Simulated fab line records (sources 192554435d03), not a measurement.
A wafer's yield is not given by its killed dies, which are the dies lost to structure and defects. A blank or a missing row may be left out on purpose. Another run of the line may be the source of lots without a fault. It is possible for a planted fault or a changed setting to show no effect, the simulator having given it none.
One fault through the eyes of 2 desks -- flow n5Finfet -- each desk has only its own numbers; what lay behind them comes last

## TOOL OWNER'S DESK, aldSin-03
The tool's own readings at N5_GATE_CUT_SAC_CAP_01 (material SiNx, target thk 24 nm, pulse time 1 s, ald cycles 480): means of the sampled wafers that have a number, for each lot that ran on this tool. Any lot whose mean is over 4 standard deviations away from the usual mean is out of limits and marked OUT; that distance is given in the brackets.
Columns: A = heaterPowerW at N5_GATE_CUT_SAC_CAP_01, usual 829 W; B = precursorPulseHeightRel at N5_GATE_CUT_SAC_CAP_01, usual 1.003
lot,first seen here,A,B
L189,day 4 14:54,834,0.999
L190,day 4 21:07,860,1.003
L197,day 6 10:13,806,1.020
L199,day 6 23:51,836,1.002
L200,day 7 06:50,838,0.995
L211,day 9 23:02,790,1.027
This desk's verdict: no lot among the 6 shows anything out of limits.

## FROM THE METROLOGY DESK
Means of the sampled wafers that have a number, per lot and without regard to the tool the lot ran on: this is what the gauges read. Any lot whose mean is over 4 standard deviations away from the usual mean is out of limits and marked OUT; that distance is given in the brackets. 7 of its 11 readings are shown: the first one out of limits and those lying furthest out on some lot.
Columns: A = MD_CAP_THK at N5_MOL_CONTACT_COAG_THK_MEAS_29, usual 17.91 nm; B = DIBL_N at N5_BEOL_M4_RC_MEAS_101, usual 36.3 mV/V; C = DIBL_P at N5_BEOL_M4_RC_MEAS_101, usual 36.3 mV/V; D = IOFF_P at N5_BEOL_M4_RC_MEAS_101, usual 0.22 nA/um; E = SS_N at N5_BEOL_M4_RC_MEAS_101, usual 71.4 mV/dec; F = SS_P at N5_BEOL_M4_RC_MEAS_101, usual 73.3 mV/dec; G = VT_P at N5_BEOL_M4_RC_MEAS_101, usual -249 mV
lot,first seen here,A,B,C,D,E,F,G
L189,day 5 10:15,17.93,36.4,37.4,0.21,71.5,72.8,-251
L190,day 5 15:08,17.99,37.1,37.8,0.24,71.8,73.9,-248
L197,day 7 03:43,13.96 (-49) OUT,37.7,36.1,0.24,71.2,73.5,-246
L199,day 7 17:46,13.97 (-49) OUT,37.1,35.2,0.22,71.1,73.5,-248
L200,day 7 23:55,15.33 (-32) OUT,36.9,37.2,0.19,71.9,73.3,-253
L201,day 8 00:10,17.90,36.4,36.8,0.24,71.2,73.4,-246
L203,day 8 15:23,17.90,36.1,35.8,0.20,71.4,73.5,-251
L211,day 10 14:14,17.92,36.5,36.9,0.26,71.5,73.7,-246
This desk reports L197, L199, L200 out of limits; the earliest was L197 at day 7 03:43 (MD_CAP_THK at N5_MOL_CONTACT_COAG_THK_MEAS_29). Within limits: L189, L190, L201, L203, L211.

## TAKEN TOGETHER
L197, L199, L200 would have let the metrology desk raise an alarm at day 7 03:43.
The desk of the tool owner found nothing out of limits.
On record at the tool owner's desk: L197, L199, L200, within its limits.
Of the lots named, all ran N5_GATE_CUT_SAC_CAP_01 on aldSin-03.

## WHAT WAS PUT IN BY THE SIMULATOR
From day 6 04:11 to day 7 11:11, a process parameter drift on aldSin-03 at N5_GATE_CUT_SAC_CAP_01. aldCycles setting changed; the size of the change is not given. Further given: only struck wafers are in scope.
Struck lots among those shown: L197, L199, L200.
Time in hours between the start of the fault and the first out-of-limits reading at each desk: metrology desk, 24.
